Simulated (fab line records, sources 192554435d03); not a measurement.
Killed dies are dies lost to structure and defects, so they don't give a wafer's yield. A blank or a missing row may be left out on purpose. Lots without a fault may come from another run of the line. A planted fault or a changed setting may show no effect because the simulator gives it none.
Which tool did it? | flow n5_finfet | 9 lots, 27 wafers sampled, at 5 steps of a route of 1938

WHAT THE GAUGES READ, wafer by wafer
N5_BEOL_M4_RC_MEAS_101. Usual: DIBL_N 36.8 mV/V, standard deviation 1.5; DIBL_P 37.1 mV/V, standard deviation 2.1; IOFF_N 0.168 nA/um, standard deviation 0.03; IOFF_P 0.22 nA/um, standard deviation 0.034; ION_N 679 uA/um, standard deviation 12; ION_P 466 uA/um, standard deviation 8; SS_N 71.7 mV/dec, standard deviation 0.58; SS_P 73.5 mV/dec, standard deviation 0.67; VT_N 248.8 mV, standard deviation 2.7; VT_P -250 mV, standard deviation 3.3.
lot  | measured     | on        | DIBL_N (mV/V)  | DIBL_P (mV/V)  | IOFF_N (nA/um)    | IOFF_P (nA/um) | ION_N (uA/um) | ION_P (uA/um) | SS_N (mV/dec)  | SS_P (mV/dec)  | VT_N (mV)         | VT_P (mV)      | flag
L493 | day 8 13:56  | prober-02 | 36.8 37.9 37.9 | 36.8 38.8 37.6 | 0.162 0.184 0.190 | 0.26 0.29 0.26 | 690 689 704   | 482 479 486   | 71.3 71.8 71.9 | 73.5 74.2 73.5 | 248.8 249.6 246.3 | -246 -242 -246 |
L494 | day 8 11:34  | prober-02 | 36.4 38.7 36.0 | 37.5 40.5 37.8 | 0.165 0.200 0.152 | 0.22 0.27 0.23 | 677 687 679   | 468 468 468   | 71.8 72.6 71.0 | 72.7 74.0 72.7 | 247.4 246.2 251.6 | -253 -247 -246 |
L500 | day 10 00:07 | prober-02 | 40.3 36.5 38.9 | 41.8 36.5 41.4 | 0.264 0.150 0.217 | 0.28 0.18 0.27 | 698 660 677   | 468 452 467   | 72.5 70.7 72.4 | 74.9 74.0 74.1 | 243.8 251.1 244.8 | -250 -253 -249 |
L501 | day 10 21:23 | prober-01 | 35.2 34.9 33.5 | 34.7 33.7 31.6 | 0.149 0.131 0.115 | 0.19 0.18 0.15 | 680 663 658   | 466 459 449   | 71.2 71.7 71.1 | 73.7 73.0 72.5 | 248.8 252.6 254.1 | -253 -254 -255 |
L505 | day 11 08:31 | prober-02 | 36.5 35.7 38.2 | 37.7 37.1 39.7 | 0.184 0.152 0.230 | 0.21 0.19 0.24 | 686 682 697   | 463 471 476   | 71.9 71.7 73.2 | 73.9 72.8 74.2 | 245.7 249.9 242.6 | -253 -254 -250 |
L506 | day 11 22:59 | prober-01 | 37.2 38.1 35.6 | 37.4 38.0 35.5 | 0.178 0.182 0.146 | 0.23 0.25 0.21 | 690 690 683   | 467 471 469   | 71.8 71.6 70.7 | 72.4 73.9 72.7 | 245.2 247.5 251.3 | -249 -247 -249 |
L507 | day 12 05:23 | prober-01 | 35.7 33.8 37.9 | 36.8 33.9 39.5 | 0.139 0.118 0.169 | 0.22 0.17 0.27 | 681 674 676   | 472 468 471   | 71.1 70.9 71.7 | 73.4 72.4 73.9 | 252.4 253.6 244.6 | -251 -252 -246 |
L510 | day 13 06:37 | prober-02 | 38.9 36.8 38.6 | 37.8 35.5 36.7 | 0.177 0.135 0.174 | 0.19 0.17 0.18 | 678 675 683   | 460 459 462   | 72.3 70.8 72.4 | 73.9 73.3 73.7 | 247.2 254.0 249.3 | -256 -256 -257 |
L511 | day 13 00:08 | prober-02 | 39.5 36.3 37.7 | 39.8 36.0 37.7 | 0.233 0.149 0.182 | 0.28 0.21 0.23 | 712 687 695   | 478 472 476   | 71.8 71.4 72.2 | 74.5 73.2 73.2 | 244.4 250.9 248.9 | -247 -249 -250 |

WHICH TOOL RAN EACH LOT (tool, then ch and the chambers of the sampled wafers, then the start)
lot  | N5_SD_EPI_N_VAPOR_ETCH_50      | N5_SD_EPI_P_ETCH_16               | N5_SD_EPI_P_HM_STRIP_48            | N5_ILD0_CMP_03
L493 | epi_rpcvd-02 ch 0, day 3 19:47 | rie_diel-04 ch 0,1,3, day 3 23:11 | wet_bench-02 ch 0,4,5, day 4 02:09 | cmp-02 ch 0,1,2, day 4 05:28
L494 | epi_rpcvd-03 ch 0, day 4 02:14 | rie_diel-05 ch 0,1,3, day 4 06:25 | wet_bench-04 ch 0,5,7, day 4 09:23 | cmp-03 ch 0,3, day 4 13:09
L500 | epi_rpcvd-04 ch 0, day 5 20:24 | rie_diel-04 ch 0,2,3, day 6 01:28 | wet_bench-02 ch 0,3,4, day 6 04:26 | cmp-04 ch 1,2,3, day 6 07:53
L501 | epi_rpcvd-03 ch 0, day 5 21:17 | rie_diel-05 ch 2,3, day 6 01:32   | wet_bench-02 ch 1,2,5, day 6 05:21 | cmp-02 ch 0,1, day 6 08:38
L505 | epi_rpcvd-04 ch 0, day 6 21:47 | rie_diel-05 ch 1,2,3, day 7 01:39 | wet_bench-02 ch 0,2,5, day 7 05:27 | cmp-03 ch 0,1,3, day 7 08:50
L506 | epi_rpcvd-03 ch 0, day 7 01:49 | rie_diel-03 ch 0,1,2, day 7 06:28 | wet_bench-02 ch 2,4,5, day 7 09:28 | cmp-02 ch 0,3, day 7 12:52
L507 | epi_rpcvd-02 ch 0, day 7 12:55 | rie_diel-04 ch 0,1, day 7 16:21   | wet_bench-04 ch 1,2,5, day 7 19:19 | cmp-04 ch 1,3, day 7 22:46
L510 | epi_rpcvd-04 ch 0, day 8 07:08 | rie_diel-03 ch 0,1,2, day 8 10:45 | wet_bench-04 ch 2,3,4, day 8 14:34 | cmp-02 ch 1,3, day 8 17:55
L511 | epi_rpcvd-03 ch 0, day 8 07:49 | rie_diel-03 ch 0,1,2, day 8 11:59 | wet_bench-04 ch 0,1,3, day 8 14:58 | cmp-04 ch 1,2,3, day 8 18:27
- N5_SD_EPI_N_VAPOR_ETCH_50: etches Si in HCl, time 54 s.
- N5_SD_EPI_P_ETCH_16: etches SiO2 in CHF3/O2, target depth 5 nm.
- N5_SD_EPI_P_HM_STRIP_48: strips SiNx in H3PO4, material SiNx, target depth 3 nm.
- N5_ILD0_CMP_03: polishes, stops on SiNx, t overpolish 1.9 s, target thk 197.38 nm.

WHAT THE TOOLS THEMSELVES READ (means of the sampled wafers that have a number; where no wafer has one, the mark that the record gives instead)
N5_SD_EPI_N_VAPOR_ETCH_50. Usual: throttle_valve_pct 11.82 %, standard deviation 0.3.
lot  | tool         | throttle_valve_pct (%) | flag
L493 | epi_rpcvd-02 | 12.00                  |
L494 | epi_rpcvd-03 | 11.81                  |
L500 | epi_rpcvd-04 | 11.65                  |
L501 | epi_rpcvd-03 | 12.05                  |
L505 | epi_rpcvd-04 | 11.38                  |
L506 | epi_rpcvd-03 | 11.93                  |
L507 | epi_rpcvd-02 | 12.08                  |
L510 | epi_rpcvd-04 | 11.45                  |
L511 | epi_rpcvd-03 | 11.98                  |

N5_SD_EPI_P_ETCH_16. Usual: CHF3_flow_sccm 50.01 sccm, standard deviation 0.15; drypump_motor_current_A 5.84 A, standard deviation 0.22; mfc_ar_sccm 200.1 sccm, standard deviation 0.61; oes_ar_750_au 0.76 a.u., standard deviation 0.065; oes_product_au 0.76 a.u., standard deviation 0.066; rf_vpp_V 520 V, standard deviation 9.3; showerhead_plenum_p_Torr 2.39 Torr, standard deviation 0.08; throttle_valve_pct 19.04 %, standard deviation 0.16.
lot  | tool        | CHF3_flow_sccm (sccm) | drypump_motor_current_A (A) | mfc_ar_sccm (sccm) | oes_ar_750_au (a.u.) | oes_product_au (a.u.) | rf_vpp_V (V) | showerhead_plenum_p_Torr (Torr) | throttle_valve_pct (%) | flag
L493 | rie_diel-04 | 49.97                 | 5.90                        | 200.2              | 0.80                 | 0.80                  | 519          | 2.37                            | 18.90                  |
L494 | rie_diel-05 | 49.95                 | 5.83                        | 199.9              | 0.73                 | 0.73                  | 517          | 2.38                            | 19.11                  |
L500 | rie_diel-04 | 50.02                 | 5.78                        | 199.8              | 0.73                 | 0.73                  | 519          | 2.34                            | 19.07                  |
L501 | rie_diel-05 | 49.93                 | 5.94                        | 199.7              | 0.81                 | 0.81                  | 514          | 2.42                            | 19.10                  |
L505 | rie_diel-05 | 49.94                 | 5.83                        | 200.3              | 0.78                 | 0.78                  | 512          | 2.43                            | 19.05                  |
L506 | rie_diel-03 | 50.01                 | 5.87                        | 200.7              | 0.75                 | 0.76                  | 531          | 2.41                            | 19.03                  |
L507 | rie_diel-04 | 49.97                 | 5.85                        | 199.9              | 0.81                 | 0.81                  | 517          | 2.34                            | 18.75                  |
L510 | rie_diel-03 | 50.03                 | 5.85                        | 200.5              | 0.74                 | 0.75                  | 531          | 2.40                            | 19.05                  |
L511 | rie_diel-03 | 49.96                 | 5.87                        | 200.3              | 0.74                 | 0.74                  | 531          | 2.40                            | 19.06                  |

N5_SD_EPI_P_HM_STRIP_48. Usual: bath_guard_temp_C 160.0 C, standard deviation 0.54; bath_heat_duty_pct 27.5 %, standard deviation 2.5.
lot  | tool         | bath_guard_temp_C (C) | bath_heat_duty_pct (%) | flag
L493 | wet_bench-02 | 160.1                 | 29.0                   |
L494 | wet_bench-04 | 160.3                 | 29.6                   |
L500 | wet_bench-02 | 160.3                 | 28.3                   |
L501 | wet_bench-02 | 160.0                 | 29.7                   |
L505 | wet_bench-02 | -                     | -                      | OFF
L506 | wet_bench-02 | -                     | -                      | OFF
L507 | wet_bench-04 | 159.6                 | 28.4                   |
L510 | wet_bench-04 | 159.7                 | 28.2                   |
L511 | wet_bench-04 | 160.2                 | 27.3                   |

N5_ILD0_CMP_03. Usual: edge_zone_pressure_frac 1.000, standard deviation 0.0052; motor_current_A 12.9 A, standard deviation 1.3; overpolish_run_s 1.901 s, standard deviation 0.0098; time_to_endpoint_s 72 s, standard deviation 4.6.
lot  | tool   | edge_zone_pressure_frac | motor_current_A (A) | overpolish_run_s (s) | time_to_endpoint_s (s) | flag
L493 | cmp-02 | 1.001                   | 14.2                | 1.903                | 75                     |
L494 | cmp-03 | 0.997                   | 13.3                | 1.898                | 72                     |
L500 | cmp-04 | 1.002                   | 12.2                | 1.911                | 67                     |
L501 | cmp-02 | 1.001                   | 13.7                | 1.899                | 69                     |
L505 | cmp-03 | 1.001                   | 12.4                | 1.894                | 72                     |
L506 | cmp-02 | 1.000                   | 11.8                | 1.904                | 67                     |
L507 | cmp-04 | 0.997                   | 11.6                | 1.901                | 71                     |
L510 | cmp-02 | 1.005                   | 12.9                | 1.901                | 71                     |
L511 | cmp-04 | 1.001                   | 12.0                | 1.904                | 69                     |

THE ANSWER, worked out from the rows above alone
Rule: a lot is off if the mean of its wafers that have a number lies more than 3 standard deviations from the usual mean. A lot without any number at a reading at which 4 lots or more have one is off too. The other lots that the step has rows for count as sound. The gauges are gone through in route order, then the tools' own readings, and for those a lot's mean is taken as printed above. The first step at which some lot is off is used, and at that step the reading that is off furthest; a lot without a number counts as furthest.
Off: L505, L506, at N5_SD_EPI_P_HM_STRIP_48 (bath_guard_temp_C). Without a number there: L505, L506.
A tool fits if, at that step or a process step before it, it ran every lot that is off, and no sound lot after the first of them. One fits: wet_bench-02 at N5_SD_EPI_P_HM_STRIP_48. Its last sound lot is L501 (day 6 05:21), its first lot that is off L505 (day 7 05:27): a fault that began between those two fits.
Blank at N5_SD_EPI_P_HM_STRIP_48 on the lots that are off, where sound lots have numbers: bath_guard_temp_C, bath_heat_duty_pct.

WHAT THE SIMULATOR HAD PUT IN
Skipped step whole: wet_bench-02, from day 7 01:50 on, at N5_SD_EPI_P_HM_STRIP_48. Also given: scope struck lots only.
Lots struck among those shown: L505, L506. The rule above found the same.
